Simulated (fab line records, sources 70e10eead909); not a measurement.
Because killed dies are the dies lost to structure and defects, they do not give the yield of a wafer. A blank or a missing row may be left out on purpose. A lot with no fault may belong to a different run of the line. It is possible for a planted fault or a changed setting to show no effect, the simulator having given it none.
A single fault, viewed from 2 desks + flow nandHarc + each desk holds nothing but its own numbers, with what lay behind them at the end

## AT THE TOOL OWNER'S DESK: harEtch-01
The tool's own readings at NHARC_A_CHANNEL_HOLE_D2_ETCH_25 (etches the open film in C4F8/O2/Ar, time 1040.2 s, target depth 1500 nm): means of the sampled wafers that have a number, for each lot that ran on this tool. If a lot's mean is further than 4 standard deviations from the usual mean, the lot is out of limits and carries the mark OUT (the distance appears in the brackets).
Columns: A = c4f8FlowSccm at NHARC_A_CHANNEL_HOLE_D2_ETCH_25, usual 93.82 sccm; B = chamberPressureMTorr at NHARC_A_CHANNEL_HOLE_D2_ETCH_25, usual 19.999 mTorr; C = drypumpMotorCurrentA at NHARC_A_CHANNEL_HOLE_D2_ETCH_25, usual 5.8 A; D = heBacksideLeakSccm at NHARC_A_CHANNEL_HOLE_D2_ETCH_25, usual 6.1 sccm; E = showerheadPlenumPTorr at NHARC_A_CHANNEL_HOLE_D2_ETCH_25, usual 3.70 Torr; F = throttleValvePct at NHARC_A_CHANNEL_HOLE_D2_ETCH_25, usual 32.234 %
| lot  | first seen here | A     | B      | C   | D   | E    | F      |
|------|-----------------|-------|--------|-----|-----|------|--------|
| L840 | day 15 22:31    | 93.79 | 19.983 | 5.7 | 5.2 | 3.68 | 32.238 |
| L849 | day 19 00:41    | 93.85 | 19.982 | 5.5 | 6.1 | 3.64 | 32.237 |
| L853 | day 21 05:00    | 94.22 | 19.998 | 5.2 | 7.4 | 3.61 | 32.233 |
| L855 | day 21 17:43    | 93.90 | 19.995 | 5.5 | 6.5 | 3.62 | 32.231 |
| L858 | day 23 06:22    | 93.75 | 20.003 | 5.5 | 6.5 | 3.61 | 32.236 |
This desk's verdict: no lot among the 5 shows anything out of limits.

## THE METROLOGY DESK
What the gauges read, lot by lot, whatever tool the lot ran on: means of the sampled wafers that have a number. If a lot's mean is further than 4 standard deviations from the usual mean, the lot is out of limits and carries the mark OUT (the distance appears in the brackets).
Columns: A = overlayXNm at NHARC_A_CHANNEL_HOLE_D2_OVL_MEAS_11, usual -0.2 nm; B = overlayYNm at NHARC_A_CHANNEL_HOLE_D2_OVL_MEAS_11, usual 0.1 nm; C = cdNm at NHARC_A_CHANNEL_HOLE_D2_CD_MEAS_18, usual 98 nm; D = cdNm at NHARC_A_CHANNEL_HOLE_D2_CD_MEAS_31, usual 89.7 nm
| lot  | first seen here | A    | B    | C   | D              |
|------|-----------------|------|------|-----|----------------|
| L840 | day 15 14:53    | 0.1  | 0.0  | 96  | 89.4           |
| L843 | day 16 18:56    | 1.1  | 0.6  | 100 | 0.6 (-59) OUT  |
| L844 | day 17 09:09    | -0.4 | -0.1 | 99  | 0.9 (-59) OUT  |
| L846 | day 17 21:23    | 0.1  | 1.6  | 97  | -0.6 (-60) OUT |
| L845 | day 17 22:06    | -1.1 | 1.5  | 100 | 89.9           |
| L848 | day 18 18:50    | -0.1 | -0.5 | 101 | 90.3           |
| L849 | day 18 18:59    | 0.1  | -0.2 | 101 | 89.1           |
| L850 | day 19 02:19    | -0.8 | -0.3 | 97  | 90.1           |
| L852 | day 19 20:03    | 0.3  | -1.4 | 97  | 87.6           |
| L854 | day 20 23:01    | -0.4 | -0.1 | 98  | 90.9           |
| L853 | day 21 00:50    | 0.4  | -0.6 | 98  | 90.1           |
| L855 | day 21 13:25    | -0.7 | 0.1  | 97  | 89.2           |
| L856 | day 21 20:56    | 0.3  | 1.3  | 96  | 89.3           |
| L857 | day 22 11:54    | 1.3  | 0.2  | 97  | 90.6           |
| L858 | day 23 02:02    | 0.1  | -0.9 | 99  | 90.5           |
Finding of this desk: L843, L844, L846 out of limits; the first was L843 at day 17 01:47, on cdNm at NHARC_A_CHANNEL_HOLE_D2_CD_MEAS_31. In limits: L840, L845, L848, L849, L850, L852, L854, L853, L855, L856, L857, L858.

## ALL TOGETHER
On L843, L844, L846, the metrology desk was in a position to raise an alarm at day 17 01:47.
The tool owner's desk saw nothing out of limits.
The tool owner's desk has no number on record for L843, L844, L846.
All the named lots went through NHARC_A_CHANNEL_HOLE_D2_ETCH_25 on harEtch-01.

## WHAT THE SIMULATOR HAD INSERTED
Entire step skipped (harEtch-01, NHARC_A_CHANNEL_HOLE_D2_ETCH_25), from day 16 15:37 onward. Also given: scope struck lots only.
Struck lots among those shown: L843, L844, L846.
Per desk, hours elapsed from the start of the fault to the first reading out of limits: for the metrology desk, 10.
